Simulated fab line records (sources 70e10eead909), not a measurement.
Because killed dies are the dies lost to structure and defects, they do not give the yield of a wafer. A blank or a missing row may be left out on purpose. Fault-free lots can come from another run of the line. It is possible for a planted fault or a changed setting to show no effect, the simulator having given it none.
A lot that was struck, set against a sound lot / flow nandHarc / 17 out of 1302 route steps
Sound: the wafers L287.1, L287.2, L287.6. Struck: wafers L296.4, L296.6. (L296.5 of the same lot was not struck and is left out.) The cause comes at the end.
For every step that has rows: the tool of each side, followed by ch and its chambers, followed by its first start. Under that, the readings that differ: sound wafers / struck wafers / difference of the means / sigmas: that difference in standard deviations of wafers without a fault.
alike: readings whose means differ by less than 2 such deviations, and words and numbers that are the same on both sides. not compared: withheld readings, readings that some wafer has no value for, bounds like >300 that may hide the same value, and numbers for which the record gives no deviation and whose values overlap.
Wherever a step has rows on one side only, a row that says differs or no value, or a row with sigmas, the two part there. Non-overlapping numbers with no deviation appear without sigmas and do not part them. A reading missing from all wafers of one side parts the sides only when that side holds two or more wafers.

NHARC_A_M1_INSPECT_11:
  sound: defectInspect-01 at day 26 03:54; struck: defectInspect-02 at day 29 23:47
  alike: rawDefectCount
then, 3 steps without rows for these wafers: NHARC_A_M1_DESCUM_14 (chemistry O2, time 3 s); NHARC_A_M1_ETCH_35 (etches the open film in N2/H2, target depth 40 nm, overetch 12 nm, time 43.94 s); NHARC_A_M1_ETCH_15 (etches the open film in C4F8/Ar, target depth 182.5 nm, time 91.2 s).
NHARC_A_M1_CD_MEAS_16:
  sound: cdSem-01 at day 26 04:16; struck: cdSem-02 at day 30 00:10
  alike: cdNm
then, 1 step without rows for these wafers: NHARC_A_M1_STRIP_18 (strips in N2/H2).
NHARC_A_M1_ETCH_28: etches the open film in CF4/N2, target depth 30 nm, time 72.99 s.
  sound on rieDiel-11 ch 1,2,3; struck on rieDiel-09 ch 1
  alike: cf4FlowSccm, drypumpMotorCurrentA, oesProductAu, rfVppV, showerheadPlenumPTorr, throttleValvePct
  not compared: rfHoursCounterH
then, 1 step without rows for these wafers: NHARC_A_M1_STRIP_19 (strips in post etch residue remover, time 600 s).
NHARC_A_M1_DEGAS_29: time 60 s.
  sound: pvdSputter-01 at day 26 04:59; struck: pvdSputter-02 at day 30 00:53
  alike: heaterPowerW
NHARC_A_M1_PRE_CLEAN_30: time 30 s.
  sound on pvdSputter-01; struck on pvdSputter-02
  alike: heaterPowerW
then, 1 step without rows for these wafers: NHARC_A_M1_PVD_20 (deposits TaN, target thk 5 nm, time 8.06 s).
NHARC_A_M1_PVD_21: deposits Cu, target thk 30 nm, time 20.49 s.
  sound on pvdSputter-01; struck on pvdSputter-02
  alike: throttleValvePct
NHARC_A_M1_ECD_22: material Cu, target thk 400 nm.
  sound on ecdCu-01 ch 0,1, day 26 05:20; struck on ecdCu-02 ch 0,1, day 30 01:23
NHARC_A_M1_ANNEAL_31: time 90 s.
  sound on rtpAnneal-02 ch 0, day 26 05:43; struck on rtpAnneal-02 ch 0, day 30 01:48
  alike: wafer_temp_C_max
NHARC_A_M1_CMP_23: polishes, t overpolish 20 s, target thk 154.34 nm.
  sound on cmp-03 ch 0,1, day 26 06:04; struck on cmp-03 ch 1,3, day 30 02:05
reading=timeToEndpointS (s); sound=29 33 34; struck=54 55; difference=+22; sigmas=+6
  alike: motorCurrentA
NHARC_A_M1_THK_MEAS_24: measures by xrf.
  sound: filmMetro-02 at day 26 06:23; struck: filmMetro-02 at day 30 02:19
  alike: thkNm
NHARC_END_SORT_01:
  sound on prober-01 ch 0, day 27 23:41; struck on prober-01 ch 0, day 31 16:27
reading=killedAtOther; sound=1 2 1; struck=4 4; difference=+3; sigmas=+2
  alike: defectLimitedYield, killedAtArray, killedAtPeriphery, killedDies, killedOpen, killedShort

== WHERE THEY PART ==
Earliest at NHARC_A_M1_CMP_23; latest, in this record, at NHARC_END_SORT_01.

WHY: the cause the simulator had injected
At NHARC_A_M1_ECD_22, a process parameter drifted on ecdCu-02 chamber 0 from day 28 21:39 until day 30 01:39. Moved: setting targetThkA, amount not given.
